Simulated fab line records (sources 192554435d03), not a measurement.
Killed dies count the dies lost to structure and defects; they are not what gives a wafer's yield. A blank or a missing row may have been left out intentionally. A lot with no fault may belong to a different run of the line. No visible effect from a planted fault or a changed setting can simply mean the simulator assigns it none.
Split-lot trial | flow n5-finfet | 7 lots, 21 wafers read, on a route of 1938 steps

## THE SPLIT ITSELF
At N5_SD_EPI_P_ETCH_16 (etches SiO2 in CHF3/O2, target depth 5 nm), the setting target-depth-a was moved away from the recipe's 50 angstrom on 4 of the 21 wafers read, by -11.0% to +11.8%. This setting was run at the recipe's value on the other wafers.

The reading comes from the split's own step.

## THE READING
etch.depth-nm (the simulator's own value, which no gauge read), in nm, at N5_SD_EPI_P_ETCH_16 (etches SiO2 in CHF3/O2, target depth 5 nm). No usual value for it is given in the file. Here, 17 wafers ran the recipe; their average is 4.994 nm with a standard deviation of 0.066 nm.

wafer  | tool, chamber at the split | target-depth-a as run, angstrom | against the recipe | etch.depth-nm, nm | against lot-mates on the recipe
L075.2 | rie-diel-05, 2             | 50                              | recipe             | 4.96              | -
L075.4 | rie-diel-05, 1             | 50                              | recipe             | 5.112             | -
L075.5 | rie-diel-05, 3             | 50                              | recipe             | 4.956             | -
L077.1 | rie-diel-02, 0             | 50                              | recipe             | 4.94              | -
L077.2 | rie-diel-02, 1             | 50                              | recipe             | 4.973             | -
L077.3 | rie-diel-02, 2             | 47.56                           | -4.9%              | 4.752             | -0.205
L080.1 | rie-diel-05, 0             | 50                              | recipe             | 4.96              | -
L080.3 | rie-diel-05, 3             | 50                              | recipe             | 4.899             | -
L080.6 | rie-diel-05, 0             | 44.48                           | -11.0%             | 4.43              | -0.500
L083.2 | rie-diel-04, 3,2           | 50                              | recipe             | 5.079             | -
L083.5 | rie-diel-04, 3,2           | 50                              | recipe             | 5.079             | -
L083.4 | rie-diel-04, 0             | 50                              | recipe             | 5.044             | -
L085.3 | rie-diel-02, 1             | 50                              | recipe             | 4.962             | -
L085.5 | rie-diel-02, 1             | 55.91                           | +11.8%             | 5.576             | +0.637
L085.6 | rie-diel-02, 0             | 50                              | recipe             | 4.916             | -
L090.2 | rie-diel-02, 3             | 50                              | recipe             | 5.062             | -
L090.5 | rie-diel-02, 0             | 50                              | recipe             | 4.984             | -
L090.6 | rie-diel-02, 2             | 50                              | recipe             | 5.048             | -
L091.2 | rie-diel-05, 3             | 54.88                           | +9.8%              | 5.311             | +0.352
L091.3 | rie-diel-05, 2             | 50                              | recipe             | 4.887             | -
L091.4 | rie-diel-05, 1             | 50                              | recipe             | 5.031             | -
Rows listing several chambers each stand for several wafers; the file does not say which wafer went through which chamber.

FIT RESULTS
A straight line over all 21 wafers: etch.depth-nm changes by +0.0458 nm for each +1% of target-depth-a; r = +0.94; the points scatter about the line by 0.071 nm.
The same after taking each lot's own level away (the mean of its wafers on the recipe; 21 wafers): +0.0459 nm for each +1%; r = +0.97; scatter 0.053 nm.
The reading moves by 0.54 nm for the largest change in target-depth-a, on that fit.
From 4.9295 to 5.0673 nm: that is the span of the lots' own levels, equal to 2.1 times the standard deviation above.
The two slopes are in agreement: the lot-to-lot level therefore moves the slope only a little.
Check: +0.482 nm against its lot-mates is what the line predicts for one of the wafers moved furthest among these (+11.8%) when that wafer is left out of the fit. Against them it came out at +0.637 nm.

## ADDITIONAL SPLITS CARRIED BY THESE WAFERS
Note: prior to the reading, these wafers also went through further splits. Each is held against what the fit with the lots' levels taken away leaves over:
other split on the same wafers  | wafers away from the commonest value | r with etch.depth-nm (lot level and that fit taken away)
N5_ZERO_LAYER_EXPOSE_08 dose-mj | 6                                    | +0.05
N5_WELL_APT_COAT_02 spin-rpm    | 10                                   | -0.38
N5_FIN_SAQP_PEB_14 peb-time-s   | 7                                    | -0.29
N5_FIN_SAQP_ETCH_52 source-w    | 5                                    | -0.18
N5_DUMMY_GATE_COAT_28 spin-rpm  | 7                                    | -0.28
N5_SPACER0_ALD_00 ald-cycles    | 9                                    | +0.10
N5_SD_EPI_N_PEB_07 peb-time-s   | 7                                    | +0.02

## THE FILE'S OWN FIT
etch.depth-nm changes by +0.0459 nm for each +1% of target-depth-a, r = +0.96.
